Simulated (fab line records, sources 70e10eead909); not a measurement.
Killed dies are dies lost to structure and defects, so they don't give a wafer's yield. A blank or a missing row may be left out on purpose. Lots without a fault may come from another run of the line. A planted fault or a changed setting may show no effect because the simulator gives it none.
One fault seen from 2 desks | flow nand_harc | each desk has only its own numbers; what lay behind them comes last

THE METROLOGY DESK
What the gauges read, lot by lot, whatever tool the lot ran on: means of the sampled wafers that have a number. A lot is out of limits, marked OUT, if its mean lies more than 4 standard deviations from the usual mean; the brackets give that distance.
Columns: A = cd_nm at NHARC_P_CONTACT_CD_MEAS_12, usual 90.1 nm
lot  | first seen here | A
L658 | day 5 19:47     | 89.6
L659 | day 6 07:07     | 90.4
L662 | day 7 17:31     | 90.5
L666 | day 9 09:42     | 90.2
L667 | day 9 15:55     | 90.1
L669 | day 10 09:01    | 90.2
L671 | day 11 08:57    | 90.5
L673 | day 12 00:58    | 89.9
L674 | day 12 10:44    | 90.1
L678 | day 14 04:26    | 89.7
L679 | day 14 15:43    | 89.9
L680 | day 15 03:43    | 89.8
L681 | day 15 11:29    | 90.5
This desk's finding: nothing out of limits on any of the 13 lots.

THE TOOL OWNER'S DESK: rie_diel-13
The tool's own readings at NHARC_P_CONTACT_ETCH_18 (etches the open film in C4F8/O2/Ar, target depth 481 nm, time 240.5 s): means of the sampled wafers that have a number, for each lot that ran on this tool. A lot is out of limits, marked OUT, if its mean lies more than 4 standard deviations from the usual mean; the brackets give that distance.
Columns: A = bias_w at NHARC_P_CONTACT_ETCH_18, usual 1500 W; B = oes_product_au at NHARC_P_CONTACT_ETCH_18, usual 0.963 a.u.; C = rf_vpp_V at NHARC_P_CONTACT_ETCH_18, usual 980 V; D = run_length_s at NHARC_P_CONTACT_ETCH_18, usual 262.0 s
lot  | first seen here | A    | B     | C   | D
L658 | day 5 20:28     | 1504 | 0.977 | 984 | 262.3
L659 | day 6 07:47     | 1499 | 0.961 | 982 | 262.0
L662 | day 7 18:16     | -    | 0.970 | 981 | 198.7 (-99 or more) OUT
This desk's finding: out of limits on L662; first on L662, day 7 18:16 (run_length_s at NHARC_P_CONTACT_ETCH_18). In limits: L658, L659.

PUT TOGETHER
The tool owner's desk could have raised an alarm at day 7 18:16, on L662.
The metrology desk saw nothing out of limits.
The metrology desk has L662 on record, within its limits.
Of the lots named, all ran NHARC_P_CONTACT_ETCH_18 on rie_diel-13.

WHAT THE SIMULATOR HAD PUT IN
Process parameter drift: rie_diel-13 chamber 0, from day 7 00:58 on, at NHARC_P_CONTACT_ETCH_18. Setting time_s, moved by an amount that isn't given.
Lots struck among those shown: L662.
Hours from the fault's start to each desk's first reading out of limits: the tool owner's desk, 17.
